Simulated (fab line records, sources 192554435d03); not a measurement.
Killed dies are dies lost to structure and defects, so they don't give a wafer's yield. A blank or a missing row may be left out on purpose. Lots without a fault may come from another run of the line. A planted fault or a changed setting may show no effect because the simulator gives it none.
Split-lot experiment | flow n5_finfet | 7 lots, 21 wafers read, on a route of 1938 steps

THE SPLIT
At N5_MOL_CONTACT_COAG_ETCH_15 (etches SiNx in CH3F/O2, stops on Si:P, target depth 7 nm), the setting source_w was moved away from the recipe's 395 W on 12 of the 21 wafers read, by -14.5% to +17.8%. The other wafers ran this setting at the recipe's value.

The reading is taken at the split's own step.

THE READING
rf_vpp_V, in V, at N5_MOL_CONTACT_COAG_ETCH_15 (etches SiNx in CH3F/O2, stops on Si:P, target depth 7 nm). Fault-free wafers of this fab line usually give 297 V, standard deviation 3.3 V.

wafer  | tool, chamber at the split | source_w as run, W | against the recipe | rf_vpp_V, V | against lot-mates on the recipe
L075.3 | rie_diel-01, 1             | 395                | recipe             | 296         | -
L075.5 | rie_diel-01, 3             | 340                | -13.9%             | 318         | +22
L075.6 | rie_diel-01, 2             | 340                | -13.9%             | 312         | +16
L085.1 | rie_diel-01, 2             | 426.5              | +8.0%              | 281         | -15
L085.5 | rie_diel-01, 1             | 395                | recipe             | 296         | -
L085.6 | rie_diel-01, 2             | 426.5              | +8.0%              | 281         | -15
L088.2 | rie_diel-05, 1             | 395                | recipe             | 298         | -
L088.4 | rie_diel-05, 2             | 337.6              | -14.5%             | 323         | +26
L088.6 | rie_diel-05, 1             | 395                | recipe             | 296         | -
L089.1 | rie_diel-05, 1             | 395                | recipe             | 297         | -
L089.4 | rie_diel-05, 2             | 465.2              | +17.8%             | 278         | -19
L089.6 | rie_diel-05, 0             | 465.2              | +17.8%             | 281         | -16
L093.1 | rie_diel-05, 0             | 358.3              | -9.3%              | 315         | no lot-mate on the recipe
L093.3 | rie_diel-05, 3             | 358.3              | -9.3%              | 313         | no lot-mate on the recipe
L093.6 | rie_diel-05, 1             | 358.3              | -9.3%              | 309         | no lot-mate on the recipe
L095.2 | rie_diel-05, 1             | 395                | recipe             | 296         | -
L095.5 | rie_diel-05, 0             | 395                | recipe             | 301         | -
L095.6 | rie_diel-05, 3             | 395                | recipe             | 299         | -
L096.2 | rie_diel-04, 2             | 395                | recipe             | 294         | -
L096.3 | rie_diel-04, 3             | 449.2              | +13.7%             | 279         | -15
L096.6 | rie_diel-04, 0             | 449.2              | +13.7%             | 278         | -16

THE FIT
A straight line over all 21 wafers: rf_vpp_V changes by -1.35 V for each +1% of source_w; r = -0.97; the points scatter about the line by 3.8 V.
The same after taking each lot's own level away (the mean of its wafers on the recipe; 18 wafers): -1.28 V for each +1%; r = -0.97; scatter 3.5 V.
On that fit, the largest move of source_w shifts the reading by 23 V.
The lots' own levels span 294.0 to 298.7 V, that is 1.4 times the standard deviation above.
So the lot-to-lot level changes the slope little: the two slopes agree.
Check: with one of the wafers moved furthest among these (+17.8%) left out of the fit, the line predicts -22.7 V for it against its lot-mates. It came out at -19 V against them.
Tool readings at the split's step, against how far the setting was moved: rf_vpp_V r = -0.97.

OTHER SPLITS ON THESE WAFERS
These wafers also went through other splits before the reading. Each is held against what the fit with the lots' levels taken away leaves over:
other split on the same wafers     | wafers away from the commonest value | r with rf_vpp_V (lot level and that fit taken away)
N5_SD_EPI_N_COAT_32 spin_rpm       | 7                                    | +0.35
N5_SD_EPI_P_EPI_21 temp_c          | 4                                    | -0.05
N5_SDB_ETCH_25 time_s              | 3                                    | +0.29
N5_SDB_CUT_ETCH_26 bias_w          | as run: not given for these wafers   | -
N5_HKMG_FIN_ETCH_86 target_depth_a | 6                                    | +0.09
N5_GATE_CUT_ETCH_56 icp_w          | 9                                    | +0.37

THE FILE'S OWN FIT
rf_vpp_V changes by -1.32 V for each +1% of source_w, r = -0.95.
